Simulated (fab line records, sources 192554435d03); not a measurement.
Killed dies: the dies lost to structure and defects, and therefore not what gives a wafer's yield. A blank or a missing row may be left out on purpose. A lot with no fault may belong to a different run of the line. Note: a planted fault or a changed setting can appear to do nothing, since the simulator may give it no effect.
fab line records    flow n5_finfet    part 2 of 2: steps 19 to 28 of 28
record: lots: 5  wafers: 15  last_day: 17
route steps=1938 shown BEOL_M7@1269
lots that met no fault: from a run of the same line without faults
start_h: start of the lot's first displayed wafer, in hours after the record's first day    wait_h: time in hours since the lot's previous step    " same as the row above    L1.1+2: a row that stands for several wafers    - no value, or no start given    * or withheld: withheld    < > ~ a bound
route shown NAME@n: a module of which the file shows steps, and the number in the route of the first    usual: the fault-free wafers' mean and standard deviation    same: alike in all rows    chamber/n: place in a boat    sites: the reading at each site    _std_site: standard deviation across them    _edge_site: inner sites' mean taken away from outer sites' mean    radius_mm: for every site, how far away it sits from the centre of the wafer    mask NAME#n: copy n    behind: the tool/chamber that last shaped the wafer    hold: reason for holding the lot/hours on hold/outcome of the hold    device: the transistor (n, p or np) that didn't switch    end of line: the tests these same wafers got at the end of their route    a step without rows: its recipe alone    killed: dies lost to structure and defects at the first sort, not the wafer's yield    map: a wafer's dies, x killed, . not, _ none there
set.NAME: the setting the step ran with; set.NAME@STEP: the setting that earlier step ran with    model.NAME: the simulator's own value behind a step, which no gauge read
lots seen at some steps along the route; tables by step, rows by wafer
services: the hour from which a tool's chamber was out of use, counted from the record's first day as start_h (under 0 if before that day), plus the number of hours and why
== steps ==
step: N5_BEOL_M7_COAT_63
recipe: resist: SOC  temp_c: 250  time_s: 60  spin_rpm: 1500  resist_thk_nm: 60
usual: chill_plate_temp_C: 23.01/0.1  plate_temp_C: 249.96/0.16
same: time_s: 60
lot.wafer  tool            chamber  start_h  wait_h  chill_plate_temp_C  plate_temp_C
L075.1     litho_track-03  0        209.92   0.0     23.11               250.20
L075.3     "               0        "        "       23.21               250.14
L075.5     "               0        "        "       23.06               250.06
L074.1     litho_track-04  0        212.91   0.8     23.00               250.28
L074.2     "               0        "        "       22.94               250.28
L074.3     "               0        "        "       22.84               249.96
L077.2     litho_track-04  0        238.35   0.7     22.86               249.81
L077.4     "               0        "        "       23.03               249.86
L077.6     "               0        "        "       23.09               249.74
L090.1     litho_track-01  0        301.12   0.2     23.13               249.82
L090.5     "               0        "        "       23.11               249.83
L090.6     "               0        "        "       22.97               249.87
L091.1     litho_track-04  0        311.63   4.6     22.84               249.90
L091.2     "               0        "        "       22.88               249.72
L091.4     "               0        "        "       22.99               249.86
step: N5_BEOL_M7_COAT_64
recipe: resist: SiARC  temp_c: 220  time_s: 60  spin_rpm: 1500  resist_thk_nm: 12
usual: chill_plate_temp_C: 23.01/0.097  plate_temp_C: 220.01/0.17
same: time_s: 60
lot.wafer  tool            chamber  start_h  wait_h  chill_plate_temp_C  plate_temp_C
L075.1     litho_track-03  0        -        -       23.05               220.01
L075.3     "               0        "        "       23.05               220.05
L075.5     "               0        "        "       22.98               219.90
L074.1     litho_track-04  0        -        -       22.90               220.22
L074.2     "               0        "        "       23.07               220.42
L074.3     "               0        "        "       23.05               220.14
L077.2     litho_track-04  0        -        -       23.03               220.07
L077.4     "               0        "        "       23.09               219.96
L077.6     "               0        "        "       23.08               219.73
L090.1     litho_track-01  0        -        -       23.07               219.62
L090.5     "               0        "        "       22.84               219.75
L090.6     "               0        "        "       23.00               219.86
L091.1     litho_track-04  0        -        -       23.00               220.03
L091.2     "               0        "        "       22.98               220.16
L091.4     "               0        "        "       23.04               219.97
step: N5_BEOL_M7_COAT_71
recipe: resist: underlayer  temp_c: 205  time_s: 60  spin_rpm: 1500  resist_thk_nm: 5
usual: chill_plate_temp_C: 22.97/0.11  plate_temp_C: 205.05/0.15
same: time_s: 60
lot.wafer  tool            chamber  start_h  wait_h  chill_plate_temp_C  plate_temp_C
L075.1     litho_track-03  0        -        -       23.03               205.25
L075.3     "               0        "        "       22.89               205.21
L075.5     "               0        "        "       22.96               205.25
L074.1     litho_track-04  0        -        -       22.80               205.02
L074.2     "               0        "        "       22.86               204.80
L074.3     "               0        "        "       22.93               205.04
L077.2     litho_track-04  0        -        -       22.94               205.22
L077.4     "               0        "        "       22.92               204.99
L077.6     "               0        "        "       23.04               204.96
L090.1     litho_track-01  0        -        -       23.09               204.95
L090.5     "               0        "        "       22.91               204.83
L090.6     "               0        "        "       23.06               204.88
L091.1     litho_track-04  0        -        -       23.00               204.93
L091.2     "               0        "        "       23.09               205.00
L091.4     "               0        "        "       22.93               204.77
step: N5_BEOL_M7_COAT_22
recipe: resist: CAR-EUV  spin_rpm: 1500  resist_thk_nm: 30
usual: chill_plate_temp_C: 22.99/0.11
lot.wafer  tool            chamber  start_h  wait_h  chill_plate_temp_C
L075.1     litho_track-03  0        -        -       23.18
L075.3     "               0        "        "       22.96
L075.5     "               0        "        "       22.97
L074.1     litho_track-04  0        -        -       22.90
L074.2     "               0        "        "       23.03
L074.3     "               0        "        "       22.98
L077.2     litho_track-04  0        -        -       23.07
L077.4     "               0        "        "       22.99
L077.6     "               0        "        "       23.24
L090.1     litho_track-01  0        -        -       22.99
L090.5     "               0        "        "       23.11
L090.6     "               0        "        "       22.99
L091.1     litho_track-04  0        -        -       22.99
L091.2     "               0        "        "       23.04
L091.4     "               0        "        "       22.99
step: N5_BEOL_M7_EBR_24
recipe: solvent: PGMEA  ebr_width_mm: 1.5
usual: chill_plate_temp_C: 22.99/0.11
lot.wafer  tool            chamber  start_h  wait_h  chill_plate_temp_C
L075.1     litho_track-03  0        -        -       22.78
L075.3     "               0        "        "       22.90
L075.5     "               0        "        "       22.82
L074.1     litho_track-04  0        -        -       22.77
L074.2     "               0        "        "       22.91
L074.3     "               0        "        "       22.89
L077.2     litho_track-04  0        -        -       23.01
L077.4     "               0        "        "       22.90
L077.6     "               0        "        "       22.98
L090.1     litho_track-01  0        -        -       23.11
L090.5     "               0        "        "       22.97
L090.6     "               0        "        "       22.93
L091.1     litho_track-04  0        -        -       23.12
L091.2     "               0        "        "       23.10
L091.4     "               0        "        "       23.05
step: N5_BEOL_M7_SOFTBAKE_23
recipe: temp_c: 110  time_s: 60  resist: CAR-EUV
usual: chill_plate_temp_C: 23.00/0.12  plate_temp_C: 110.00/0.13
same: time_s: 60
lot.wafer  tool            chamber  start_h  wait_h  chill_plate_temp_C  plate_temp_C
L075.1     litho_track-03  0        -        -       23.06               110.01
L075.3     "               0        "        "       23.08               110.01
L075.5     "               0        "        "       23.17               109.92
L074.1     litho_track-04  0        -        -       23.05               109.59
L074.2     "               0        "        "       22.97               109.76
L074.3     "               0        "        "       22.94               109.75
L077.2     litho_track-04  0        -        -       22.81               110.29
L077.4     "               0        "        "       22.91               110.18
L077.6     "               0        "        "       22.95               110.33
L090.1     litho_track-01  0        -        -       23.04               109.98
L090.5     "               0        "        "       22.98               109.88
L090.6     "               0        "        "       22.79               109.94
L091.1     litho_track-04  0        -        -       23.07               109.72
L091.2     "               0        "        "       23.02               109.97
L091.4     "               0        "        "       23.00               110.01
step: N5_BEOL_M7_EXPOSE_25
recipe: mask_id: V6  na: 0.33  source_shape: annular  sigma_inner: 0.4  sigma_outer: 0.8  polarization: unpolarized  target_cd_nm: 40  dose_mj: 42.5
same: sigma_outer: 0.8
lot.wafer   tool            chamber  start_h  wait_h  mask
L075.1+3+5  euv_scanner-01  0        210.18   -       V6#0
L074.1+2+3  euv_scanner-02  0        213.17   -       V6#0
L077.2+4+6  euv_scanner-01  0        238.50   -       V6#0
L090.1+5+6  euv_scanner-01  0        301.26   -       V6#0
L091.1+2+4  euv_scanner-02  0        311.97   -       V6#0
step: N5_BEOL_M7_PEB_26
recipe: peb_temp_c: 100  peb_time_s: 60  resist: CAR-EUV
usual: chill_plate_temp_C: 23.02/0.12  plate_temp_C: 100.01/0.14
lot.wafer  tool            chamber  start_h  wait_h  chill_plate_temp_C  plate_temp_C
L075.1     litho_track-04  0        210.25   0.1     22.83               99.95
L075.3     "               0        "        "       23.08               100.08
L075.5     "               0        "        "       22.91               100.00
L074.1     litho_track-04  0        213.24   0.1     23.23               99.93
L074.2     "               0        "        "       23.10               99.86
L074.3     "               0        "        "       23.04               99.89
L077.2     litho_track-01  0        238.56   0.1     23.18               99.95
L077.4     "               0        "        "       23.10               99.97
L077.6     "               0        "        "       23.15               100.12
L090.1     litho_track-03  0        301.32   0.1     23.18               99.74
L090.5     "               0        "        "       23.16               100.04
L090.6     "               0        "        "       23.15               100.04
L091.1     litho_track-04  0        312.04   0.1     22.95               99.94
L091.2     "               0        "        "       22.98               100.14
L091.4     "               0        "        "       22.97               100.11
step: N5_BEOL_M7_DEVELOP_27
recipe: develop_time_s: 30  developer: TMAH  resist: CAR-EUV  rinse_liquid: surfactant_rinse  dry: air_spin  dev_temp_c: 23
usual: chill_plate_temp_C: 23.02/0.11
lot.wafer  tool            chamber  start_h  wait_h  chill_plate_temp_C
L075.1     litho_track-04  0        -        -       23.18
L075.3     "               0        "        "       23.01
L075.5     "               0        "        "       22.99
L074.1     litho_track-04  0        -        -       22.96
L074.2     "               0        "        "       23.03
L074.3     "               0        "        "       22.89
L077.2     litho_track-01  0        -        -       23.20
L077.4     "               0        "        "       23.05
L077.6     "               0        "        "       22.91
L090.1     litho_track-03  0        -        -       22.82
L090.5     "               0        "        "       22.99
L090.6     "               0        "        "       22.91
L091.1     litho_track-04  0        -        -       23.07
L091.2     "               0        "        "       23.07
L091.4     "               0        "        "       22.93
step: N5_BEOL_M7_CD_MEAS_28
recipe: target_cd_nm: 40  landing_energy_ev: 500  detector: se_inlens
usual: cd_nm: 39.95/0.26
lot.wafer  tool       chamber  start_h  wait_h  cd_nm
L075.1     cd_sem-01  0        210.31   -       39.88
L075.3     "          0        "        "       40.13
L075.5     "          0        "        "       39.75
L074.1     cd_sem-01  0        213.30   -       40.51
L074.2     "          0        "        "       40.24
L074.3     "          0        "        "       39.97
L077.2     cd_sem-02  0        238.63   -       40.03
L077.4     "          0        "        "       40.00
L077.6     "          0        "        "       39.90
L090.1     cd_sem-01  0        301.39   -       39.85
L090.5     "          0        "        "       39.82
L090.6     "          0        "        "       40.24
L091.1     cd_sem-03  0        312.10   -       40.47
L091.2     "          0        "        "       39.89
L091.4     "          0        "        "       39.98
== services ==
tool             chamber  start_h  hours  kind
rie_diel-06      -        190.75   2.8    pm
rie_diel-05      0        192.21   5.8    repair
arfi_scanner-02  -        192.49   1.0    pm
rie_diel-05      -        195.70   0.7    repair
euv_scanner-02   -        201.25   1.0    pm
euv_scanner-01   -        210.89   1.0    pm
arfi_scanner-01  -        212.22   4.9    pm
arfi_scanner-02  -        222.26   0.8    pm
rie_diel-03      2        225.59   2.0    repair
arfi_scanner-02  -        236.39   1.3    pm
rie_diel-05      0        241.22   3.8    repair
euv_scanner-02   -        246.82   2.4    repair
arfi_scanner-02  -        253.56   0.5    repair
arfi_scanner-02  -        256.91   1.8    repair
euv_scanner-02   -        257.40   1.0    pm
euv_scanner-01   -        267.04   1.0    pm
euv_scanner-02   -        269.65   1.1    repair
arfi_scanner-01  -        275.97   1.0    pm
arfi_scanner-01  -        284.48   0.2    repair
rie_diel-06      3        291.19   8.3    repair
rie_metal-02     0        294.22   2.1    repair
rie_metal-01     1        296.52   8.2    repair
arfi_scanner-01  -        297.75   1.3    pm
euv_scanner-02   -        299.44   4.6    pm
